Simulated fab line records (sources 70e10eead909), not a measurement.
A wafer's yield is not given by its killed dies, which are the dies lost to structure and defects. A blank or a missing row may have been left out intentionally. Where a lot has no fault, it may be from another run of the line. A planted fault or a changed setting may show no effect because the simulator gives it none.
Matching of chambers / flow nandHarc / rieDiel-04 running NHARC_A_STAIRCASE_DESCUM_11: 4 sister chambers
The step chemistry O2, time 3 s. 8 wafers are shown with their chamber, then 7 later ones without.

WAFERS PAIRED WITH THEIR CHAMBERS
wafer=L153.6; chamber=2; showerheadPlenumPTorr (Torr)=2.06; drypumpMotorCurrentA (A)=5.64
wafer=L154.2; chamber=0; showerheadPlenumPTorr (Torr)=1.97; drypumpMotorCurrentA (A)=5.68
wafer=L154.6; chamber=3; showerheadPlenumPTorr (Torr)=1.98; drypumpMotorCurrentA (A)=5.96
wafer=L159.2; chamber=3; showerheadPlenumPTorr (Torr)=1.98; drypumpMotorCurrentA (A)=5.95
wafer=L159.4; chamber=0; showerheadPlenumPTorr (Torr)=1.97; drypumpMotorCurrentA (A)=5.67
wafer=L159.5; chamber=1; showerheadPlenumPTorr (Torr)=1.89; drypumpMotorCurrentA (A)=5.50
wafer=L164.3; chamber=2; showerheadPlenumPTorr (Torr)=2.05; drypumpMotorCurrentA (A)=5.61
wafer=L164.5; chamber=1; showerheadPlenumPTorr (Torr)=1.88; drypumpMotorCurrentA (A)=5.49

WAFERS WITH NO CHAMBER GIVEN
wafer=L164.6; showerheadPlenumPTorr (Torr)=1.96; drypumpMotorCurrentA (A)=5.70
wafer=L166.1; showerheadPlenumPTorr (Torr)=1.97; drypumpMotorCurrentA (A)=5.93
wafer=L166.3; showerheadPlenumPTorr (Torr)=1.96; drypumpMotorCurrentA (A)=5.70
wafer=L166.6; showerheadPlenumPTorr (Torr)=1.88; drypumpMotorCurrentA (A)=5.50
wafer=L168.2; showerheadPlenumPTorr (Torr)=1.97; drypumpMotorCurrentA (A)=5.96
wafer=L168.4; showerheadPlenumPTorr (Torr)=2.05; drypumpMotorCurrentA (A)=5.61
wafer=L168.5; showerheadPlenumPTorr (Torr)=1.96; drypumpMotorCurrentA (A)=5.73

WHICH CHAMBER EACH WENT THROUGH
wafer=L164.6; from the rows above=0; in truth=0
wafer=L166.1; from the rows above=3; in truth=3
wafer=L166.3; from the rows above=0; in truth=0
wafer=L166.6; from the rows above=1; in truth=1
wafer=L168.2; from the rows above=3; in truth=3
wafer=L168.4; from the rows above=2; in truth=2
wafer=L168.5; from the rows above=0; in truth=0
Correctly placed: 7 of 7. Can't be placed from these rows: 0. Wrongly placed: 0.
How it was worked out, from the rows above alone: a wafer's distance from a chamber is the root of the sum, over the readings, of the square of ((its reading less the chamber's mean) divided by the reading's scatter). If the next closest chamber is less than 2 further off than the closest, the wafer can't be placed; otherwise it belongs to the closest. A chamber's mean is the mean of its shown wafers. The scatter: take each reading less its chamber's mean, square it, sum over the shown wafers, divide by the number of wafers less the number of chambers, and take the root.
